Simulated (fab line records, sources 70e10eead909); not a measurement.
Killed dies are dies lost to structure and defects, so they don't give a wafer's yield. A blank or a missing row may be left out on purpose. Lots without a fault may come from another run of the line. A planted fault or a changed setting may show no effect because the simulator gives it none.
Which tool did it? | flow nand_harc | 14 lots, 42 wafers sampled, at 4 steps of a route of 1159

WHAT THE GAUGES READ, wafer by wafer
The record holds no reading of a measuring or inspecting step that can be judged against a usual standard deviation.

WHICH TOOL RAN EACH LOT (tool, then ch and the chambers of the sampled wafers, then the start)
lot  | NHARC_A_M0_CMP_23             | NHARC_A_M1_ETCH_35                 | NHARC_A_M1_ETCH_15                            | NHARC_THIN_TSV_ETCH_59
L191 | cmp-04 ch 0,1,3, day 17 20:52 | rie_diel-09 ch 1,2,3, day 17 22:59 | rie_diel-09 ch 1,2,3, day 19 07:27 or earlier | rie_metal-02 ch 0,1, day 19 07:27
L192 | cmp-03 ch 0,1, day 17 22:37   | rie_diel-09 ch 1,3, day 18 00:50   | rie_diel-09 ch 0,2, day 19 06:25 or earlier   | rie_metal-02 ch 0,1, day 19 06:25
L193 | cmp-03 ch 1,2,3, day 18 15:27 | rie_diel-09 ch 1,3, day 18 18:01   | rie_diel-09 ch 0,2,3, day 20 01:26 or earlier | rie_metal-02 ch 0,1, day 20 01:26
L189 | cmp-01 ch 1,2,3, day 18 18:49 | rie_diel-10 ch 0,2,3, day 19 01:22 | rie_diel-10 ch 0,2, day 20 09:29 or earlier   | rie_metal-03 ch 0,1, day 20 09:29
L194 | cmp-03 ch 0,2,3, day 18 21:08 | rie_diel-10 ch 1,2,3, day 19 01:53 | rie_diel-10 ch 1,2,3, day 20 03:28 or earlier | rie_metal-02 ch 0,1, day 20 03:28
L195 | cmp-01 ch 0,2,3, day 19 19:55 | rie_diel-07 ch 0,1,3, day 19 21:55 | rie_diel-07 ch 1,2,3, day 21 06:14 or earlier | rie_metal-03 ch 0,1, day 21 06:14
L197 | cmp-01 ch 1,2, day 19 20:13   | rie_diel-10 ch 1,3, day 19 22:23   | rie_diel-10 ch 0,1,3, day 21 05:31 or earlier | rie_metal-02 ch 0,1, day 21 05:31
L196 | cmp-03 ch 0,2,3, day 20 02:34 | rie_diel-07 ch 1,2, day 20 04:43   | rie_diel-07 ch 0,3, day 21 09:18 or earlier   | rie_metal-01 ch 1, day 21 09:18
L198 | cmp-04 ch 0,1,3, day 20 19:50 | rie_diel-09 ch 0,1,3, day 20 21:59 | rie_diel-09 ch 0,1,2, day 22 01:05 or earlier | rie_metal-01 ch 1, day 22 01:05
L199 | cmp-03 ch 0,3, day 20 22:25   | rie_diel-07 ch 0,1,3, day 21 00:32 | rie_diel-07 ch 0,1, day 22 02:11 or earlier   | rie_metal-03 ch 0,1, day 22 02:11
L201 | cmp-01 ch 0,2, day 20 23:35   | rie_diel-07 ch 0,2,3, day 21 01:43 | rie_diel-07 ch 0,1,2, day 22 03:10 or earlier | rie_metal-02 ch 0,1, day 22 03:10
L200 | cmp-04 ch 1,2,3, day 21 09:50 | rie_diel-09 ch 1,2,3, day 21 11:55 | rie_diel-09 ch 0,2,3, day 22 17:49 or earlier | rie_metal-03 ch 0,1, day 22 17:49
L203 | cmp-01 ch 0,1,3, day 21 22:43 | rie_diel-07 ch 0,2,3, day 22 00:43 | rie_diel-07 ch 2,3, day 23 04:29 or earlier   | rie_metal-03 ch 0,1, day 23 04:29
L207 | cmp-01 ch 1,2,3, day 22 04:22 | rie_diel-10 ch 2,3, day 22 06:29   | rie_diel-10 ch 0,2,3, day 23 12:23 or earlier | rie_metal-03 ch 0,1, day 23 12:23
- NHARC_A_M0_CMP_23: polishes, t overpolish 20 s, target thk 113.75 nm.
- NHARC_A_M1_ETCH_35: etches the open film in N2/H2, target depth 40 nm, overetch 12 nm, time 43.94 s.
- NHARC_A_M1_ETCH_15: etches the open film in C4F8/Ar, target depth 182.5 nm, time 91.2 s.
- NHARC_THIN_TSV_ETCH_59: etches the open film in Cl2/BCl3, target depth 880 nm, time 138.1 s.

WHAT THE TOOLS THEMSELVES READ (means of the sampled wafers that have a number; where no wafer has one, the mark that the record gives instead)
NHARC_A_M0_CMP_23.
lot  | tool   | edge_zone_pressure_frac | motor_current_A (A) | time_to_endpoint_s (s)
L191 | cmp-04 | 1.004                   | 13.1                | 30
L192 | cmp-03 | 1.000                   | 11.5                | 28
L193 | cmp-03 | 1.000                   | 12.4                | 30
L189 | cmp-01 | 1.003                   | 11.8                | 26
L194 | cmp-03 | 0.997                   | 12.1                | 29
L195 | cmp-01 | 1.002                   | 12.3                | 27
L197 | cmp-01 | 0.999                   | 12.0                | 26
L196 | cmp-03 | 1.002                   | 12.4                | 27
L198 | cmp-04 | 1.002                   | 12.6                | 32
L199 | cmp-03 | 0.996                   | 12.6                | 27
L201 | cmp-01 | 1.000                   | 12.8                | 26
L200 | cmp-04 | 1.002                   | 12.1                | 30
L203 | cmp-01 | 1.002                   | 11.5                | 29
L207 | cmp-01 | 1.000                   | 11.9                | 28

NHARC_A_M1_ETCH_35.
lot  | tool        | drypump_motor_current_A (A) | oes_product_au (a.u.) | rf_vpp_V (V) | showerhead_plenum_p_Torr (Torr) | throttle_valve_pct (%)
L191 | rie_diel-09 | 6.04                        | 1.007                 | 428.5        | 1.95                            | 14.169
L192 | rie_diel-09 | 5.95                        | 1.002                 | 427.8        | 1.95                            | 14.169
L193 | rie_diel-09 | 5.94                        | 0.999                 | 427.8        | 1.95                            | 14.165
L189 | rie_diel-10 | 5.89                        | 0.998                 | 429.6        | 2.02                            | 14.181
L194 | rie_diel-10 | 5.71                        | 1.002                 | 430.6        | 2.04                            | 14.172
L195 | rie_diel-07 | 5.85                        | 1.019                 | 431.1        | 2.07                            | 14.170
L197 | rie_diel-10 | 5.52                        | 1.010                 | 430.8        | 2.03                            | 14.179
L196 | rie_diel-07 | 5.59                        | 1.003                 | 430.6        | 2.02                            | 14.178
L198 | rie_diel-09 | 5.95                        | 1.014                 | 429.3        | 1.99                            | 14.177
L199 | rie_diel-07 | 5.85                        | 1.009                 | 431.3        | 2.07                            | 14.165
L201 | rie_diel-07 | 5.78                        | 0.999                 | 430.4        | 2.05                            | 14.170
L200 | rie_diel-09 | 6.04                        | 1.009                 | 428.1        | 1.94                            | 14.163
L203 | rie_diel-07 | 5.80                        | 1.005                 | 431.1        | 2.05                            | 14.175
L207 | rie_diel-10 | 5.87                        | 0.996                 | 428.8        | 1.97                            | 14.177

NHARC_A_M1_ETCH_15.
lot  | tool        | oes_product_au (a.u.) | rf_vpp_V (V)
L191 | rie_diel-09 | 0.966                 | 437.9
L192 | rie_diel-09 | 0.975                 | 438.4
L193 | rie_diel-09 | 0.926                 | 437.5
L189 | rie_diel-10 | 0.938                 | 442.4
L194 | rie_diel-10 | 0.958                 | 440.5
L195 | rie_diel-07 | 0.975                 | 440.3
L197 | rie_diel-10 | 0.961                 | 439.2
L196 | rie_diel-07 | 0.956                 | 442.3
L198 | rie_diel-09 | 0.973                 | 439.0
L199 | rie_diel-07 | 0.930                 | 443.1
L201 | rie_diel-07 | 0.976                 | 441.3
L200 | rie_diel-09 | 0.972                 | 438.8
L203 | rie_diel-07 | 0.959                 | 440.2
L207 | rie_diel-10 | 0.940                 | 440.5

NHARC_THIN_TSV_ETCH_59.
lot  | tool         | drypump_motor_current_A (A) | oes_product_au (a.u.) | throttle_valve_pct (%)
L191 | rie_metal-02 | 5.68                        | 1.013                 | 22.269
L192 | rie_metal-02 | 5.81                        | 1.005                 | 22.262
L193 | rie_metal-02 | 5.81                        | 1.002                 | 22.266
L189 | rie_metal-03 | 5.53                        | 0.991                 | 22.263
L194 | rie_metal-02 | 5.83                        | 1.001                 | 22.265
L195 | rie_metal-03 | 5.45                        | 0.998                 | 22.263
L197 | rie_metal-02 | 5.69                        | 1.014                 | 22.260
L196 | rie_metal-01 | 6.13                        | 1.012                 | 22.264
L198 | rie_metal-01 | 6.13                        | 1.001                 | 22.270
L199 | rie_metal-03 | 5.45                        | 1.003                 | 22.264
L201 | rie_metal-02 | 5.68                        | 1.008                 | 22.263
L200 | rie_metal-03 | 5.52                        | 0.993                 | 22.272
L203 | rie_metal-03 | 5.52                        | 0.973                 | 22.266
L207 | rie_metal-03 | 5.45                        | 0.979                 | 22.262

THE ANSWER, worked out from the rows above alone
Rule: what is usual is taken from the lots themselves. Put in order of their means at a reading, lots are off if they are a third of the lots or fewer, leave a main group of 4 or more, and stand apart from it by a gap of 3 or more times the standard deviation of the main group's means; of several such gaps the widest counts. A main group whose means are all the same, to the digits that the tables above print for the reading, isn't used. A lot without any number at a reading at which 4 lots or more have one is off too. The other lots that the step has rows for count as sound. The gauges are gone through in route order, then the tools' own readings, and for those a lot's mean is taken as printed above. The first step at which some lot is off is used, and at that step the reading that is off furthest; a lot without a number counts as furthest.
No lot is off at any reading shown: from this, nothing can be told.

WHAT THE SIMULATOR HAD PUT IN
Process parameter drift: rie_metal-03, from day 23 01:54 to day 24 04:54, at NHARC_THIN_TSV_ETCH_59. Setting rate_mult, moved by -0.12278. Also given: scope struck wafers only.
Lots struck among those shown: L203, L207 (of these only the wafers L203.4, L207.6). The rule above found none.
